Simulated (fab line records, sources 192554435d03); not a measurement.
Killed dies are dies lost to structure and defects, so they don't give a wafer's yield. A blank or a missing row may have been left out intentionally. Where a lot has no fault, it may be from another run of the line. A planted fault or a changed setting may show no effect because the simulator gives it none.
8D (eight disciplines) problem report, filled in by code | flow n5Finfet | the parts of the form that need people (team, actions taken, sign-off) are left out

## 1. WHAT IS WRONG
N5_BEOL_M0_INSPECT_127, rawDefectCount: mean 728 on 2 wafers (1 lot); fault-free wafers 69, standard deviation 19. Measured from the usual mean, that is +35 standard deviations.
The step: inspects for defects (darkfield).
First seen on wafer L656.2, day 7 16:24, on defectInspect-02. At this step, 24 wafers from 8 lots have a number in the record. Rule for "out", or "out of limits": more than 4 standard deviations from the usual mean. The rest of the wafers with a number are treated as sound.

## 2. WHAT IT IS AND WHAT IT IS NOT
question                    | is               | is not
which readings at this step | rawDefectCount   | -
which lots                  | L656             | L652, L653, L654, L667, L668, L670, L671
which wafers of those lots  | L656.2, L656.6   | L656.1
read on which gauges        | defectInspect-02 | defectInspect-01
when                        | from day 7 16:24 | up to then (10 sound wafers); but 12 sound wafers of L667, L668, L670, L671 came after

## 3. SUSPECTS, AND WHAT RULES EACH OUT
Counting: a tool at a process step up to the reading stays a suspect if it ran every lot that is out. Sound lots after the first of them don't rule it out here, since some wafers of a struck lot are sound.
- the gauge at N5_BEOL_M0_INSPECT_127: ruled out. All the wafers that are out were read on defectInspect-02, but those of them that N5_BEOL_M1_INSPECT_30 has rows for are out there too, on other tools.
- aldMetal-03 at N5_BEOL_M0_ALD_136 (deposits TaN, pulse time 2 s, purge time 3 s, co reactant purge time 2 s): kept. The lot that is out, L656, ran on it at day 7 13:08; the last sound lot it ran before that was L653, at day 6 22:12.
- pvdSputter-01 at N5_BEOL_M0_SPUTTER_132 (material Cu, target thk 4 nm, time 7.37 s): kept. The lot that is out, L656, ran on it at day 7 15:01; the last sound lot it ran before that was L654, at day 7 06:08.
- cmp-04 at N5_BEOL_M0_CMP_120 (polishes, stops on SiOC, t overpolish 6.9 s): kept. The lot that is out, L656, ran on it at day 7 15:47; the last sound lot it ran before that was L654, at day 7 07:38.
- cvdCo-02 at N5_BEOL_M0_PRE_CLEAN_131 (time 15 s): kept. The lot that is out, L656, ran on it at day 7 16:09; the last sound lot it ran before that was L654, at day 7 07:56.
- Within aldMetal-03 at N5_BEOL_M0_ALD_136, the wafers that are out were processed in chamber 0 and their sound lot-mates in chamber 1.
- Within cmp-04 at N5_BEOL_M0_CMP_120, the wafers that are out were processed in chamber 3 and their sound lot-mates in chamber 0.
- Within cvdCo-02 at N5_BEOL_M0_PRE_CLEAN_131, the wafers that are out were processed in chamber 1 and their sound lot-mates in chamber 0.
Left after counting: aldMetal-03 at N5_BEOL_M0_ALD_136, pvdSputter-01 at N5_BEOL_M0_SPUTTER_132, cmp-04 at N5_BEOL_M0_CMP_120, cvdCo-02 at N5_BEOL_M0_PRE_CLEAN_131.

## 4. THE CAUSE (what the simulator had put in)
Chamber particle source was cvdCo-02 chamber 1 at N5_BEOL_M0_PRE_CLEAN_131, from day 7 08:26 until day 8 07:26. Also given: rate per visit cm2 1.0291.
4 suspects survive the count, and this tool is in that group.

## 5. THE EFFECT CHAIN, in route order
Each row: a reading whose mean over the struck wafers that have a number lies more than 3 standard deviations from the usual. Scope: only readings with a usual standard deviation given in the record; hours: median across lots of the time from each lot's start at the first step in this table that gives one to its start at this step; sigmas: change in usual standard deviations.
hours | step                    | reading             | usual  | on struck wafers | change | sigmas
0     | N5_BEOL_M0_INSPECT_127  | rawDefectCount      | 69     | 728              | +659   | +35
3     | N5_BEOL_M1_INSPECT_13   | rawDefectCount      | 400    | 1325             | +925   | +11
4     | N5_BEOL_M1_INSPECT_30   | rawDefectCount      | 403    | 1236             | +834   | +11
160   | N5_PASSIVATION_PROBE_49 | defectLimitedYield  | 91.4 % | 80.5             | -10.9  | -6.8
160   | N5_PASSIVATION_PROBE_49 | killed_at_M0_to_M3  | 34     | 170              | +136   | +11
160   | N5_PASSIVATION_PROBE_49 | killedDies          | 102    | 230              | +128   | +6.7
160   | N5_PASSIVATION_PROBE_49 | sort_bin_5_function | 5.1 %  | 12.8             | +7.7   | +7.0
160   | N5_PASSIVATION_PROBE_49 | sortNPass           | 1078   | 950              | -128   | -6.7
160   | N5_PASSIVATION_PROBE_49 | sortYieldPct        | 91.4 % | 80.5             | -10.9  | -6.8
It contains these process steps:
- N5_PASSIVATION_PROBE_49
Later measuring or inspecting steps at which every struck wafer that the step has a row for has a number for every such reading, and none has moved that far: N5_BEOL_M4_RC_MEAS_101.

## 6. WHAT WOULD HAVE CAUGHT IT SOONER
Counted from the fault's start at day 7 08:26, it took 8 hours until the first out-of-limits reading at a measuring or inspecting step in this record, taken at day 7 16:24.
Of the tool readings at N5_BEOL_M0_PRE_CLEAN_131 for which the record gives a usual standard deviation, none was out on any struck wafer, so an alarm limit of 4 standard deviations on them would not have fired.
By day 7 16:24 the whole set of lots that are out, 1 in number, had already begun N5_BEOL_M0_PRE_CLEAN_131 on cvdCo-02. None of them would have been spared by holding the tool at that moment.
